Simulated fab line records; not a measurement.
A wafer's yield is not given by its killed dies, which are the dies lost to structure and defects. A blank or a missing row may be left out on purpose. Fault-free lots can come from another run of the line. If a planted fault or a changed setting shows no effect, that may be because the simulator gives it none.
Split-lot trial	flow n5_finfet	7 lots, 21 wafers read, on a route of 1938 steps

== THE SPLIT ITSELF ==
At N5_BEOL_M0_CUTY_COAT_50 (time 60 s, resist thk 15 nm), the setting spin_rpm was moved away from the recipe's 1500 rpm on 8 of the 21 wafers read, by -11.0% to +5.3%. This setting was run at the recipe's value on the other wafers.

The split's own step is where the reading is taken.

== THE READING ==
SiARC_of_BEOL_M0_CUTY_COAT_50.thk_nm (the simulator's own value, which no gauge read), in nm, at N5_BEOL_M0_CUTY_COAT_50 (time 60 s, resist thk 15 nm). There is no usual value for it anywhere in the file. Across the 13 wafers here that went through the recipe, the average is 15.0 nm and the standard deviation 0.053 nm.

wafer	tool, chamber at the split	spin_rpm as run, rpm	against the recipe	SiARC_of_BEOL_M0_CUTY_COAT_50.thk_nm, nm	against lot-mates on the recipe
L074.2	litho_track-05, 0	1500	recipe	15	-
L074.3	litho_track-05, 0	1500	recipe	15	-
L074.5	litho_track-05, 0	1500	recipe	14.8	-
L083.2	litho_track-05, 0	1500	recipe	15	-
L083.6	litho_track-05, 0	1500	recipe	15	-
L083.4	litho_track-05, 0	1404	-6.4%	15.4	+0.4
L082.2	litho_track-01, 0	1500	recipe	15	-
L082.4	litho_track-01, 0	1500	recipe	15	-
L082.6	litho_track-01, 0	1409	-6.1%	15.6	+0.6
L087.2	litho_track-05, 0	1372	-8.5%	15.8	no lot-mate on the recipe
L087.6	litho_track-05, 0	1372	-8.5%	15.8	no lot-mate on the recipe
L087.5	litho_track-05, 0	1372	-8.5%	15.6	no lot-mate on the recipe
L089.3	litho_track-01, 0	1500	recipe	15	-
L089.4	litho_track-01, 0	1500	recipe	15	-
L089.5	litho_track-01, 0	1500	recipe	15	-
L091.2	litho_track-04, 0	1335	-11.0%	16	+1.0
L091.3	litho_track-04, 0	1500	recipe	15	-
L091.4	litho_track-04, 0	1500	recipe	15	-
L095.1	litho_track-05, 0	1580	+5.3%	14.6	-0.4
L095.6	litho_track-05, 0	1580	+5.3%	14.6	-0.4
L095.5	litho_track-05, 0	1500	recipe	15	-

THE FIT
A straight line over all 21 wafers: SiARC_of_BEOL_M0_CUTY_COAT_50.thk_nm changes by -0.0851 nm for each +1% of spin_rpm; r = -0.98; the points scatter about the line by 0.074 nm.
The same after taking each lot's own level away (the mean of its wafers on the recipe; 18 wafers): -0.0836 nm for each +1%; r = -0.98; scatter 0.063 nm.
The reading moves by 0.92 nm for the largest change in spin_rpm, on that fit.
From 14.93 to 15.00 nm: that is the span of the lots' own levels, equal to 1.3 times the standard deviation above.
Hence the lot-to-lot level has little effect on the slope; both slopes agree.
Check: for one of the wafers moved furthest among these (-11.0%), held out of the fit, the line's prediction against its lot-mates is +0.858 nm. Against them it came out at +1 nm.

== FURTHER SPLITS ON THESE WAFERS ==
Before the reading, these wafers also passed through other splits. Each is held against what the fit with the lots' levels taken away leaves over:
other split on the same wafers	wafers away from the commonest value	r with SiARC_of_BEOL_M0_CUTY_COAT_50.thk_nm (lot level and that fit taken away)
N5_BEOL_M0_SAQP_COAT_08 spin_rpm	8	+0.37

== THE FILE'S OWN FIT ==
SiARC_of_BEOL_M0_CUTY_COAT_50.thk_nm changes by -0.0851 nm for each +1% of spin_rpm, r = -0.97.
